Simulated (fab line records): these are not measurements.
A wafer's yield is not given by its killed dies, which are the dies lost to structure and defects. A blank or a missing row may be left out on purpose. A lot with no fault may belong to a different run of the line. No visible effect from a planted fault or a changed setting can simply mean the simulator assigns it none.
fab line records + flow nand-harc
record:
- lots: 5
- wafers: 15
- last-day: 33
route steps=1302 shown A_ZERO_WELL@393 A_SOURCE_PLATE@413 A_ONON_D1@424 END@1302
lots that met no fault: from a run of the same line without faults
start-h: the number of hours between the record's first day and the start of the first shown wafer of the lot + wait-h: time in hours since the lot's previous step + " repeats the value in the row above + L1.1+2: a row that stands for several wafers + - no value present, or no start provided + * or withheld: withheld + < > ~ a bound
route shown NAME@n: names a module that has steps shown in the file, with the first one's number in the route + usual: mean/standard deviation of fault-free wafers + same: alike in all rows + chamber/n: place in a boat + sites: the reading at each site + _std_site: how widely they spread, as a standard deviation + _edge_site: mean of outer sites minus mean of inner sites + radius-mm: for every site, how far away it sits from the centre of the wafer + mask NAME#n: copy n + behind: the tool/chamber that last shaped the wafer + hold: why the lot went on hold/how many hours it stayed there/how the hold came to an end + device: transistor that didn't switch, given as n, p or np + end of line: the tests these same wafers got at the end of their route + for a step that has no rows: nothing shown but its recipe + killed: not the wafer's yield, but the dies lost to structure and defects at the first sort + map: dies across one wafer; x = killed, . = not, _ = none there
set.NAME: setting as actually run; set.NAME@STEP: the setting as run at that earlier step + model.NAME: the simulator's own value behind a step, which no gauge read
lots at selected steps of the route; one table per step, one row per wafer
services: a tool's chamber out of use, with start hour (start-h, from the record's first day; less than 0 if before it), hours out, and reason
== steps ==
step: NHARC_A_ZERO_WELL_HMDS_03
recipe:
- time-s: 30
step: NHARC_A_ZERO_WELL_COAT_18
recipe:
- temp-c: 200
- time-s: 65
step: NHARC_A_ZERO_WELL_COAT_04
recipe:
- spin-rpm: 2000
- resist-thk-nm: 600
step: NHARC_A_ZERO_WELL_SOFTBAKE_05
recipe:
- temp-c: 125
- time-s: 70
step: NHARC_A_ZERO_WELL_EBR_06
step: NHARC_A_ZERO_WELL_EXPOSE_07
recipe:
- na: 0.55
- dose-mj: 33.85
- mask-id: A_ZERO
step: NHARC_A_ZERO_WELL_PEB_08
recipe:
- peb-temp-c: 128
- peb-time-s: 80
step: NHARC_A_ZERO_WELL_DEVELOP_09
recipe:
- time-s: 50
- dev-temp-c: 22
step: NHARC_A_ZERO_WELL_CD_MEAS_10
recipe:
- target-cd-nm: 2000
- landing-energy-ev: 500
usual:
- cd-nm: 1999.5/2
same:
- landing-energy-ev: 500
| lot.wafer | tool      | chamber | start-h | wait-h | cd-nm  |
|-----------|-----------|---------|---------|--------|--------|
| L432.1    | cd-sem-03 | 0       | 168.70  | -      | 2004.7 |
| L432.3    | "         | 0       | "       | "      | 2003.5 |
| L432.5    | "         | 0       | "       | "      | 2002.8 |
| L439.1    | cd-sem-03 | 0       | 251.03  | -      | 1998.8 |
| L439.2    | "         | 0       | "       | "      | 1994.2 |
| L439.3    | "         | 0       | "       | "      | 1999.6 |
| L446.1    | cd-sem-03 | 0       | 312.51  | -      | 1996.6 |
| L446.4    | "         | 0       | "       | "      | 1998.0 |
| L446.5    | "         | 0       | "       | "      | 1996.3 |
| L447.3    | cd-sem-02 | 0       | 317.40  | -      | 1997.8 |
| L447.4    | "         | 0       | "       | "      | 2002.8 |
| L447.5    | "         | 0       | "       | "      | 2002.2 |
| L450.3    | cd-sem-01 | 0       | 347.03  | -      | 2002.5 |
| L450.4    | "         | 0       | "       | "      | 2003.3 |
| L450.6    | "         | 0       | "       | "      | 2003.7 |
step: NHARC_A_ZERO_WELL_HARDBAKE_11
recipe:
- temp-c: 118
- time-s: 65
step: NHARC_A_ZERO_WELL_DESCUM_12
recipe:
- time-s: 3
- o2-flow-sccm: 200
- ar-flow-sccm: 0
- bias-power-w: 0
- chemistry: O2
usual:
- drypump-motor-current-A: 5.5/0.41
- oes-product-au: 1.002/0.012
- rf-vpp-V: 57.8/0.96
- showerhead-plenum-p-Torr: 1.92/0.078
- throttle-valve-pct: 11.312/0.0093
| lot.wafer | tool        | chamber | start-h | wait-h | drypump-motor-current-A | oes-product-au | rf-hours-counter-h | rf-vpp-V | showerhead-plenum-p-Torr | throttle-valve-pct |
|-----------|-------------|---------|---------|--------|-------------------------|----------------|--------------------|----------|--------------------------|--------------------|
| L432.1    | rie-diel-09 | 1       | 168.88  | -      | 5.8                     | 1.015          | 0                  | 56.3     | 1.95                     | 11.328             |
| L432.3    | "           | 2       | "       | "      | 5.2                     | 0.992          | 0                  | 56.9     | 1.79                     | 11.308             |
| L432.5    | "           | 0       | "       | "      | 4.9                     | 1.013          | -                  | 59.0     | 1.91                     | 11.313             |
| L439.2    | rie-diel-09 | 1       | 251.19  | -      | 5.9                     | 1.014          | 3                  | 59.0     | 1.95                     | 11.315             |
| L439.3    | "           | 2       | "       | "      | 5.2                     | 0.987          | 2                  | 58.7     | 1.79                     | 11.327             |
| L439.1    | "           | 3       | "       | "      | 5.8                     | 0.992          | 3                  | 58.3     | 1.94                     | 11.325             |
| L446.1    | rie-diel-09 | 0       | 312.68  | -      | 4.8                     | 1.001          | 6                  | 56.2     | 1.91                     | 11.313             |
| L446.4    | "           | 0       | "       | "      | 4.9                     | 1.007          | -                  | 57.7     | 1.91                     | 11.320             |
| L446.5    | "           | 1       | "       | "      | 5.9                     | 1.006          | -                  | 57.0     | 1.95                     | 11.297             |
| L447.3    | rie-diel-02 | 0       | 317.55  | -      | 5.7                     | 1.009          | 23                 | 58.7     | 1.99                     | 11.301             |
| L447.4    | "           | 2       | "       | "      | 5.3                     | 1.005          | 3                  | 57.0     | 1.79                     | 11.323             |
| L447.5    | "           | 1       | "       | "      | 5.0                     | 1.018          | -                  | 59.0     | 1.99                     | 11.308             |
| L450.4    | rie-diel-09 | 0       | 347.18  | -      | 4.9                     | 1.015          | 1                  | 57.7     | 1.91                     | 11.303             |
| L450.3    | "           | 1       | "       | "      | 5.9                     | 1.018          | 1                  | 56.6     | 1.95                     | 11.314             |
| L450.6    | "           | 0       | "       | "      | 4.9                     | 1.012          | -                  | 58.0     | 1.91                     | 11.287             |
step: NHARC_A_ZERO_WELL_ETCH_19
recipe:
- target-depth-a: 800
- overetch-a: 240
- time-s: 87.88
- ion-energy-ev: 200
- n2-flow-sccm: 150
- h2-flow-sccm: 150
- ar-flow-sccm: 0
- rf-w: 400
- bias-w: 150
- chemistry: N2/H2
usual:
- drypump-motor-current-A: 5.5/0.41
- oes-product-au: 1.001/0.012
- rf-vpp-V: 430.6/2.6
- showerhead-plenum-p-Torr: 2.04/0.087
- throttle-valve-pct: 14.171/0.0089
| lot.wafer | tool        | chamber | start-h | wait-h | drypump-motor-current-A | oes-product-au | rf-hours-counter-h | rf-vpp-V | showerhead-plenum-p-Torr | throttle-valve-pct |
|-----------|-------------|---------|---------|--------|-------------------------|----------------|--------------------|----------|--------------------------|--------------------|
| L432.3    | rie-diel-09 | 0       | 168.94  | 0.1    | 4.8                     | 1.008          | 0                  | 430.6    | 2.03                     | 14.171             |
| L432.1    | "           | 2       | "       | "      | 5.2                     | 0.988          | 0                  | 427.6    | 1.91                     | 14.169             |
| L432.5    | "           | 0       | "       | "      | 4.8                     | 1.013          | -                  | 430.1    | 2.03                     | 14.179             |
| L439.1    | rie-diel-09 | 0       | 251.27  | 0.1    | 4.8                     | 1.013          | 3                  | 429.1    | 2.03                     | 14.188             |
| L439.2    | "           | 1       | "       | "      | 5.8                     | 1.024          | 3                  | 431.7    | 2.08                     | 14.169             |
| L439.3    | "           | 2       | "       | "      | 5.2                     | 0.995          | 2                  | 426.8    | 1.91                     | 14.188             |
| L446.1    | rie-diel-09 | 1       | 312.77  | 0.1    | 5.9                     | 1.018          | 6                  | 432.4    | 2.08                     | 14.174             |
| L446.4    | "           | 1       | "       | "      | 5.9                     | 1.021          | -                  | 431.3    | 2.08                     | 14.166             |
| L446.5    | "           | 3       | "       | "      | 5.8                     | 0.997          | -                  | 430.1    | 2.07                     | 14.165             |
| L447.3    | rie-diel-02 | 1       | 317.63  | 0.1    | 5.0                     | 1.016          | 23                 | 433.4    | 2.12                     | 14.165             |
| L447.4    | "           | 3       | "       | "      | 6.1                     | 0.991          | 23                 | 434.1    | 2.13                     | 14.174             |
| L447.5    | "           | 2       | "       | "      | 5.3                     | 0.989          | -                  | 426.3    | 1.90                     | 14.158             |
| L450.4    | rie-diel-09 | 2       | 347.28  | 0.1    | 5.3                     | 0.999          | 0                  | 428.5    | 1.91                     | 14.157             |
| L450.3    | "           | 0       | "       | "      | 4.8                     | 1.005          | 1                  | 429.9    | 2.03                     | 14.168             |
| L450.6    | "           | 1       | "       | "      | 5.9                     | 1.016          | -                  | 433.5    | 2.08                     | 14.179             |
step: NHARC_A_ZERO_WELL_ETCH_13
recipe:
- target-depth-a: 1200
- time-s: 40.1
- hbr-flow-sccm: 150
- cl2-flow-sccm: 50
- rf-w: 400
- icp-w: 400
- bias-w: 100
- chemistry: HBr/Cl2
usual:
- drypump-motor-current-A: 5.7/0.53
- oes-product-au: 1.001/0.0078
- throttle-valve-pct: 26.406/0.0093
| lot.wafer | tool      | chamber | start-h | wait-h | drypump-motor-current-A | oes-product-au | rf-hours-counter-h | throttle-valve-pct |
|-----------|-----------|---------|---------|--------|-------------------------|----------------|--------------------|--------------------|
| L432.1    | rie-si-02 | 1       | 169.06  | -      | 6.7                     | 1.002          | 0.49               | 26.416             |
| L432.3    | "         | 2       | "       | "      | 5.5                     | 0.996          | 0.38               | 26.425             |
| L432.5    | "         | 1       | "       | "      | 6.7                     | 0.997          | -                  | 26.402             |
| L439.3    | rie-si-02 | 0       | 251.39  | -      | 4.7                     | 0.996          | 0.99               | 26.421             |
| L439.2    | "         | 1       | "       | "      | 6.6                     | 0.995          | 1.03               | 26.410             |
| L439.1    | "         | 3       | "       | "      | 5.8                     | 1.011          | 0.86               | 26.415             |
| L446.1    | rie-si-03 | 3       | 312.90  | -      | 5.6                     | 0.996          | 0.56               | 26.406             |
| L446.4    | "         | 0       | "       | "      | 6.0                     | 1.005          | 0.60               | 26.413             |
| L446.5    | "         | 3       | "       | "      | 5.6                     | 0.999          | -                  | 26.386             |
| L447.3    | rie-si-02 | 2       | 317.75  | -      | 5.5                     | 0.992          | 0.18               | 26.409             |
| L447.4    | "         | 0       | "       | "      | 4.8                     | 1.002          | 0.13               | 26.402             |
| L447.5    | "         | 2       | "       | "      | 5.5                     | 1.003          | -                  | 26.400             |
| L450.3    | rie-si-03 | 1       | 347.39  | -      | 5.6                     | 0.999          | 0.80               | 26.398             |
| L450.4    | "         | 3       | "       | "      | 5.6                     | 0.988          | 0.82               | 26.409             |
| L450.6    | "         | 2       | "       | "      | 5.8                     | 1.002          | -                  | 26.389             |
step: NHARC_A_ZERO_WELL_STRIP_14
recipe:
- time-s: 900
- temp-c: 130
- chemistry: SPM
step: NHARC_A_ZERO_WELL_IMPLANT_15
recipe:
- energy-kev: 150
- dose-cm2: 1e+13
- tilt-deg: 7
step: NHARC_A_ZERO_WELL_PRECLEAN_22
recipe:
- time-s: 60
- temp-c: 50
- bath-age-min: 0
- chemistry: SC1
step: NHARC_A_ZERO_WELL_SRD_23
step: NHARC_A_ZERO_WELL_RTA_16
recipe:
- temp-c: 1000
- time-s: 10
usual:
- lamp-power-pct: 33/3.6
- lamp_zone_2_pct: 33/3.6
- lamp_zone_7_pct: 33/3.7
- wafer_temp_C_max: 1005.7/1.1
| lot.wafer | tool          | chamber | start-h | wait-h | lamp-power-pct | lamp_zone_2_pct | lamp_zone_7_pct | wafer_temp_C_max |
|-----------|---------------|---------|---------|--------|----------------|-----------------|-----------------|------------------|
| L432.1    | rtp-anneal-01 | 0       | 169.98  | -      | 29             | 29              | 29              | 1005.2           |
| L432.3    | "             | 0       | "       | "      | 29             | 29              | 29              | 1004.2           |
| L432.5    | "             | 0       | "       | "      | 29             | 29              | 29              | 1003.5           |
| L439.1    | rtp-anneal-01 | 0       | 252.29  | -      | 29             | 29              | 29              | 1005.3           |
| L439.2    | "             | 0       | "       | "      | 29             | 29              | 29              | 1005.4           |
| L439.3    | "             | 0       | "       | "      | 29             | 29              | 29              | 1006.0           |
| L446.1    | rtp-anneal-01 | 0       | 313.80  | -      | 29             | 29              | 29              | 1004.4           |
| L446.4    | "             | 0       | "       | "      | 29             | 29              | 29              | 1005.8           |
| L446.5    | "             | 0       | "       | "      | 29             | 29              | 29              | 1005.7           |
| L447.3    | rtp-anneal-02 | 0       | 318.71  | -      | 36             | 36              | 36              | 1005.4           |
| L447.4    | "             | 0       | "       | "      | 36             | 36              | 37              | 1005.8           |
| L447.5    | "             | 0       | "       | "      | 36             | 36              | 36              | 1006.4           |
| L450.3    | rtp-anneal-01 | 0       | 348.34  | -      | 29             | 29              | 29              | 1006.7           |
| L450.4    | "             | 0       | "       | "      | 29             | 29              | 29              | 1004.5           |
| L450.6    | "             | 0       | "       | "      | 29             | 29              | 29              | 1003.9           |
step: NHARC_A_ZERO_WELL_INSPECT_17
usual:
- raw-defect-count: 11/5.2
| lot.wafer | tool              | chamber | start-h | wait-h | raw-defect-count |
|-----------|-------------------|---------|---------|--------|------------------|
| L432.1    | defect-inspect-01 | -       | 170.18  | 0.2    | 10               |
| L432.3    | "                 | -       | "       | "      | 16               |
| L432.5    | "                 | -       | "       | "      | 6                |
| L439.1    | defect-inspect-02 | -       | 252.49  | 0.2    | 412              |
| L439.2    | "                 | -       | "       | "      | 6                |
| L439.3    | "                 | -       | "       | "      | 3                |
| L446.1    | defect-inspect-01 | -       | 314.00  | 0.2    | 6                |
| L446.4    | "                 | -       | "       | "      | 10               |
| L446.5    | "                 | -       | "       | "      | 8                |
| L447.3    | defect-inspect-02 | -       | 318.87  | 0.1    | 12               |
| L447.4    | "                 | -       | "       | "      | 6                |
| L447.5    | "                 | -       | "       | "      | 14               |
| L450.3    | defect-inspect-01 | -       | 348.48  | 0.1    | 14               |
| L450.4    | "                 | -       | "       | "      | 11               |
| L450.6    | "                 | -       | "       | "      | 10               |
step: NHARC_A_SOURCE_PLATE_PRECLEAN_00
recipe:
- time-s: 60
- chemistry: HF-LAST
step: NHARC_A_SOURCE_PLATE_SRD_01
step: NHARC_A_SOURCE_PLATE_OXIDE_02
recipe:
- target-thk-a: 100
- temp-c: 900
- ox-time-s: 1362
- material: SiO2
step: NHARC_A_SOURCE_PLATE_THK_MEAS_09
recipe:
- thk-meas-gauge: ellipsometry
usual:
- thk-nm: 9.7/0.95
| lot.wafer | tool          | chamber | start-h | wait-h | thk-nm |
|-----------|---------------|---------|---------|--------|--------|
| L432.1    | film-metro-02 | -       | 178.76  | 0.4    | 10.9   |
| L432.3    | "             | -       | "       | "      | 10.5   |
| L432.5    | "             | -       | "       | "      | 9.9    |
| L439.1    | film-metro-02 | -       | 257.23  | 0.4    | 9.8    |
| L439.2    | "             | -       | "       | "      | 10.0   |
| L439.3    | "             | -       | "       | "      | 10.0   |
| L446.1    | film-metro-01 | -       | 322.07  | 0.4    | 11.4   |
| L446.4    | "             | -       | "       | "      | 10.9   |
| L446.5    | "             | -       | "       | "      | 10.2   |
| L447.3    | film-metro-01 | -       | 326.50  | 0.4    | 10.8   |
| L447.4    | "             | -       | "       | "      | 8.1    |
| L447.5    | "             | -       | "       | "      | 10.7   |
| L450.3    | film-metro-02 | -       | 355.71  | 0.4    | 8.6    |
| L450.4    | "             | -       | "       | "      | 9.7    |
| L450.6    | "             | -       | "       | "      | 10.1   |
step: NHARC_A_SOURCE_PLATE_PVD_04
recipe:
- target-thk-a: 500
- material: WSi2
step: NHARC_A_SOURCE_PLATE_CVD_03
recipe:
- target-thk-a: 2000
- temp-c: 620
- pressure-mtorr: 200
- time-s: 4000
- material: poly-Si
step: NHARC_A_SOURCE_PLATE_ANNEAL_05
recipe:
- temp-c: 850
- time-s: 1800
step: NHARC_A_SOURCE_PLATE_THK_MEAS_06
recipe:
- thk-meas-gauge: ellipsometry
usual:
- thk-nm: 199.3/2.2
| lot.wafer | tool          | chamber | start-h | wait-h | thk-nm |
|-----------|---------------|---------|---------|--------|--------|
| L432.1    | film-metro-02 | -       | 192.20  | 0.4    | 200.2  |
| L432.3    | "             | -       | "       | "      | 196.5  |
| L432.5    | "             | -       | "       | "      | 201.9  |
| L439.1    | film-metro-02 | -       | 271.05  | 0.4    | 200.7  |
| L439.2    | "             | -       | "       | "      | 199.5  |
| L439.3    | "             | -       | "       | "      | 201.0  |
| L446.1    | film-metro-01 | -       | 335.10  | 0.4    | 198.4  |
| L446.4    | "             | -       | "       | "      | 198.2  |
| L446.5    | "             | -       | "       | "      | 198.7  |
| L447.3    | film-metro-01 | -       | 339.24  | 0.4    | 196.6  |
| L447.4    | "             | -       | "       | "      | 197.4  |
| L447.5    | "             | -       | "       | "      | 197.2  |
| L450.3    | film-metro-01 | -       | 368.69  | 0.4    | 200.3  |
| L450.4    | "             | -       | "       | "      | 201.4  |
| L450.6    | "             | -       | "       | "      | 197.9  |
step: NHARC_A_SOURCE_PLATE_INSPECT_08
usual:
- raw-defect-count: 54/19
| lot.wafer | tool              | chamber | start-h | wait-h | raw-defect-count |
|-----------|-------------------|---------|---------|--------|------------------|
| L432.1    | defect-inspect-01 | -       | 192.26  | 0.0    | 58               |
| L432.3    | "                 | -       | "       | "      | 50               |
| L432.5    | "                 | -       | "       | "      | 38               |
| L439.1    | defect-inspect-01 | -       | 271.13  | 0.0    | 480              |
| L439.2    | "                 | -       | "       | "      | 49               |
| L439.3    | "                 | -       | "       | "      | 47               |
| L446.1    | defect-inspect-02 | -       | 335.20  | 0.0    | 57               |
| L446.4    | "                 | -       | "       | "      | 42               |
| L446.5    | "                 | -       | "       | "      | 37               |
| L447.3    | defect-inspect-02 | -       | 339.32  | 0.0    | 49               |
| L447.4    | "                 | -       | "       | "      | 91               |
| L447.5    | "                 | -       | "       | "      | 68               |
| L450.3    | defect-inspect-02 | -       | 368.75  | 0.0    | 43               |
| L450.4    | "                 | -       | "       | "      | 37               |
| L450.6    | "                 | -       | "       | "      | 32               |
step: NHARC_A_ONON_D1_DEP_00
recipe:
- target-thk-a: 10000
- n2-flow-sccm: 2750
- n2o-flow-sccm: 2000
- nh3-flow-sccm: 500
- sih4-flow-sccm: 210
- temp-c: 400
step: NHARC_END_SORT_01
recipe:
- temp-c: 25
usual:
- killed-at-array: 52/17
- killed-at-other: 0.9/1.2
- killed-at-periphery: 3.9/2.7
- killed-dies: 57/16
- killed-open: 3.3/1.9
- killed-short: 2.5/1.5
same:
- gross-dies: 677
| lot.wafer | tool      | chamber | start-h | wait-h | killed-at-array | killed-at-other | killed-at-periphery | killed-dies | killed-open | killed-short |
|-----------|-----------|---------|---------|--------|-----------------|-----------------|---------------------|-------------|-------------|--------------|
| L439.1    | prober-02 | 0       | 669.80  | 2.5    | 119             | 1               | 6                   | 126         | 3           | 1            |
| L446.4    | prober-02 | 0       | 743.78  | 3.4    | 62              | 2               | 4                   | 68          | 8           | 3            |
| L447.3    | prober-01 | 0       | 742.93  | 3.1    | 45              | 4               | 5                   | 54          | 4           | 2            |
| L447.4    | prober-01 | 0       | 743.71  | 3.4    | 61              | 2               | 2                   | 65          | 4           | 5            |
killed by level:class
L439.1 A_ZERO_WELL:unspecified=80 A_SLIT:chamber-film-flake=27 A_CONTACT:chamber-film-flake=3 A_M1:chamber-film-flake=3 A_CHANNEL_FILL_D1:chamber-film-flake=2 P_CONTACT:geometric-particle:short=1 P_M0:geometric-particle:open=1 A_ONON_D1:geometric-particle:open=1
L447.3 A_CHANNEL_HOLE_D1:chamber-film-flake=22 A_SLIT:chamber-film-flake=10 A_STAIRCASE:chamber-film-flake=6 P_M1:chamber-film-flake=4 THIN_TSV:chamber-film-flake=3 P_CONTACT:geometric-particle:open=1 A_CHANNEL_HOLE_D2:geometric-particle:open=1 A_CHANNEL_FILL_D2:geometric-particle:open=1
L447.4 A_CHANNEL_HOLE_D1:chamber-film-flake=32 A_SLIT:chamber-film-flake=12 A_CONTACT:chamber-film-flake=3 A_CONTACT:geometric-particle:open=2 A_CHANNEL_FILL_D2:chamber-film-flake=2 THIN_TSV:chamber-film-flake=2 P_GATE:geometric-particle:short=1 A_ONON_D1:geometric-particle:short=1
L446.4 A_CHANNEL_HOLE_D1:chamber-film-flake=26 A_CHANNEL_HOLE_D2:chamber-film-flake=14 A_STAIRCASE:chamber-film-flake=5 A_SLIT:chamber-film-flake=4 A_CONTACT:chamber-film-flake=3 A_CHANNEL_FILL_D2:geometric-particle:open=2 A_WL_FILL:geometric-particle:short=2 THIN_TSV:chamber-film-flake=2
map L439.1 (x killed, . not)
____________.____________
_________......._________
_______.x........x_______
______.............______
_____..............._____
____.................____
____.................____
___................x..___
___................x..___
__.....................__
__................x...x__
_......................._
_.x....................x_
_.x....................._
_x.....................x_
_......x................_
x.xx.....................
xxx......................
xxx..x..x..x.........x...
xxxx...xxx......x..x.....
xx.x.xxxxxxx.............
_xxx...xxxxxx..........._
_..xx.xxxxxx...x........_
_xx...xxxxxxxx.........._
_...xxxxxxxx...x........_
_....xxxxxxxx..........._
__..xxxxxxxx...........__
__....xxxxxx......x....__
___..xxxxxxxx.........___
___..xxxxxxx..........___
____..xxxx.x.........____
____.....x...........____
_____..x............_____
______.............______
_______..........._______
_________......._________
____________.____________
map L432.5 (x killed, . not)
____________.____________
_________......._________
_______..........._______
______............x______
_____..............._____
____.................____
____...x.............____
___...................___
___...................___
__.....................__
__....................x__
_......................._
_x......................_
_......................._
_x......................_
_xxx.................x.._
xxxx.....................
xxxx.....................
xxx.............x........
.xx...x.......x..........
xxxxx.........xxx........
_x.x............x.x....._
_............xxxxx......_
_xx..........xxxxxx....._
_x....x.......xxxxx....._
_x...........xxxxxx....._
__x..........xxxx......__
__.............xx......__
___.................x.___
___............x.x....___
____......x...x......____
____.................____
_____..............._____
______...x.........______
_______x.x........_______
_________..xx..._________
____________.____________
== services ==
| tool        | chamber | start-h | hours | kind   |
|-------------|---------|---------|-------|--------|
| rie-diel-09 | 0       | 152.10  | -     | clean  |
| rie-diel-09 | 1       | 152.10  | -     | clean  |
| rie-diel-09 | 2       | 152.10  | -     | clean  |
| rie-diel-09 | 3       | 152.10  | -     | clean  |
| rie-diel-09 | 2       | 170.64  | 4.4   | repair |
| rie-diel-09 | 0       | 176.60  | -     | clean  |
| rie-diel-09 | 1       | 176.60  | -     | clean  |
| rie-diel-09 | 2       | 176.60  | -     | clean  |
| rie-diel-09 | 3       | 176.60  | -     | clean  |
| rie-si-02   | 2       | 177.68  | 2.4   | repair |
| rie-diel-09 | 0       | 201.10  | -     | clean  |
| rie-diel-09 | 1       | 201.10  | -     | clean  |
| rie-diel-09 | 2       | 201.10  | -     | clean  |
| rie-diel-09 | 3       | 201.10  | -     | clean  |
| rie-si-03   | 3       | 211.86  | 4.7   | repair |
| rie-diel-02 | -       | 216.92  | 9.0   | pm     |
| rie-si-03   | -       | 221.00  | 9.0   | pm     |
| rie-diel-09 | 0       | 225.60  | -     | clean  |
| rie-diel-09 | 1       | 225.60  | -     | clean  |
| rie-diel-09 | 2       | 225.60  | -     | clean  |
| rie-diel-02 | 2       | 238.83  | 70.3  | repair |
| rie-si-02   | -       | 277.00  | 9.0   | pm     |
| rie-diel-09 | 2       | 286.71  | 44.4  | repair |
| rie-diel-09 | -       | 320.10  | 9.0   | pm     |
== key ==
first-sign:
- step: NHARC_A_ZERO_WELL_INSPECT_17
- reading: raw-defect-count
- direction: up
- sigmas: 76
- usual: 11
- struck: 412
effect:
- step: NHARC_A_SOURCE_PLATE_INSPECT_08
- reading: raw-defect-count
- direction: up
- sigmas: 23
- usual: 54
- struck: 480
effect:
- step: NHARC_END_SORT_01
- reading: killed-dies
- direction: up
- sigmas: 4.2
- usual: 57
- struck: 126
more-kills-born-at:
- NHARC_A_ZERO_WELL_ETCH_13@rie-si-02: 79
met-at NHARC_A_ZERO_WELL_ETCH_13
struck-wafers L439.1
tester-left-out L439
fault:
- kind: chamber-particle-source
- tool: rie-si-02
- chamber: 3
- onset-h: 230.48
- steps: NHARC_A_ZERO_WELL_ETCH_13
- rate-per-visit-cm2: 0.61137
- end-h: 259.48
tester-left-out: of these lots the tester's yield and bins aren't shown, on N5 and GAA mostly nor the transistor test; their killed dies are dies lost to structure and defects alone, not to doping, threshold or leakage, so they don't give the yield
